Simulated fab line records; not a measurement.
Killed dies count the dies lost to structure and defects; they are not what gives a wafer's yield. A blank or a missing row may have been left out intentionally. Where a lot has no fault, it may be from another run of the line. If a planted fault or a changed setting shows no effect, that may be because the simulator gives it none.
Shared-tool check    flow nand_harc    Sampled: 14 lots, 42 wafers

## WHAT PROMPTED THE OPENING
On 2 of the 14 lots, a flag is raised at NHARC_A_ONON_D1_THK_MEAS_27 on the reading thk_nm. Fault-free wafers read 1002 nm, with a standard deviation of 10.
Rule: a lot is flagged in two cases, either no wafer of it has a number, or all its wafers with numbers fall more than 4 standard deviations from that mean. The other lots count as sound.

lot   measured      on             thk_nm (nm), wafer by wafer  flag
L542  day 8 03:23   film_metro-01  1023 1022 1022               
L543  day 8 13:56   film_metro-01  990 990 990                  
L544  day 9 00:31   film_metro-01  1001 1000 1003               
L546  day 9 20:40   film_metro-01  1011 1010 1012               
L547  day 10 03:13  film_metro-02  1002 1005 1004               
L548  day 10 15:22  film_metro-01  996 996 997                  
L549  day 11 08:02  film_metro-02  988 992 989                  
L550  day 11 15:32  film_metro-01  1011 1008 1009               
L551  day 12 14:26  film_metro-02  1011 1010 1012               
L553  day 12 19:29  film_metro-02  996 995 995                  
L552  day 12 19:29  film_metro-01  991 991 990                  
L556  day 14 04:25  film_metro-02  996 994 997                  
L561  day 16 05:08  film_metro-02  956 956 957                  FLAGGED
L563  day 17 02:37  film_metro-01  950 948 949                  FLAGGED
The numbers of the flagged lots are 953 nm on average: -49 nm against the usual, or -5 standard deviations.

## EACH LOT AND THE TOOL IT RAN ON
The record keeps 1 process step preceding the reading, out of 1302 steps on the route. In each cell: the tool, then ch and the chambers that the sampled wafers went through, then the start.
lot   flag     NHARC_A_ONON_D1_DEP_25
L542           pecvd_onon-02 ch 0, day 8 02:52
L543           pecvd_onon-03 ch 0, day 8 13:26
L544           pecvd_onon-03 ch 0, day 9 00:04
L546           pecvd_onon-02 ch 0, day 9 20:09
L547           pecvd_onon-04 ch 0, day 10 02:49
L548           pecvd_onon-04 ch 0, day 10 14:52
L549           pecvd_onon-02 ch 0, day 11 07:35
L550           pecvd_onon-03 ch 0, day 11 15:05
L551           pecvd_onon-02 ch 0, day 12 13:56
L553           pecvd_onon-03 ch 0, day 12 18:58
L552           pecvd_onon-04 ch 0, day 12 19:06
L556           pecvd_onon-03 ch 0, day 14 03:55
L561  FLAGGED  pecvd_onon-02 ch 0, day 16 04:44
L563  FLAGGED  pecvd_onon-02 ch 0, day 17 02:09
What the steps here do:
- NHARC_A_ONON_D1_DEP_25: target thk 1000 nm.
- NHARC_A_ONON_D1_THK_MEAS_27: measures by ellipsometry.

## FLAGGED OVER TOTAL, TOOL BY TOOL (the gauges that took the reading come last)
step                         tool           lots run  flagged  share of the flagged lots  sound lots run after its first flagged lot
NHARC_A_ONON_D1_DEP_25       pecvd_onon-02  6         2        all                        0
NHARC_A_ONON_D1_DEP_25       pecvd_onon-03  5         0        none                       -
NHARC_A_ONON_D1_DEP_25       pecvd_onon-04  3         0        none                       -
NHARC_A_ONON_D1_THK_MEAS_27  film_metro-01  8         1        some                       0
NHARC_A_ONON_D1_THK_MEAS_27  film_metro-02  6         1        some                       0

## WHAT IS ALLOWED BY THE TABLE
1 row of the table ran every flagged lot: pecvd_onon-02 at NHARC_A_ONON_D1_DEP_25.
- pecvd_onon-02 at NHARC_A_ONON_D1_DEP_25 ran 6 lots, 2 of them flagged. It ran its last sound lot, L551, at day 12 13:56 and its first flagged lot, L561, at day 16 04:44: a fault with its onset between the two fits.
Left over: one tool, pecvd_onon-02 at NHARC_A_ONON_D1_DEP_25.

## WHAT THE SIMULATOR HAD PUT IN
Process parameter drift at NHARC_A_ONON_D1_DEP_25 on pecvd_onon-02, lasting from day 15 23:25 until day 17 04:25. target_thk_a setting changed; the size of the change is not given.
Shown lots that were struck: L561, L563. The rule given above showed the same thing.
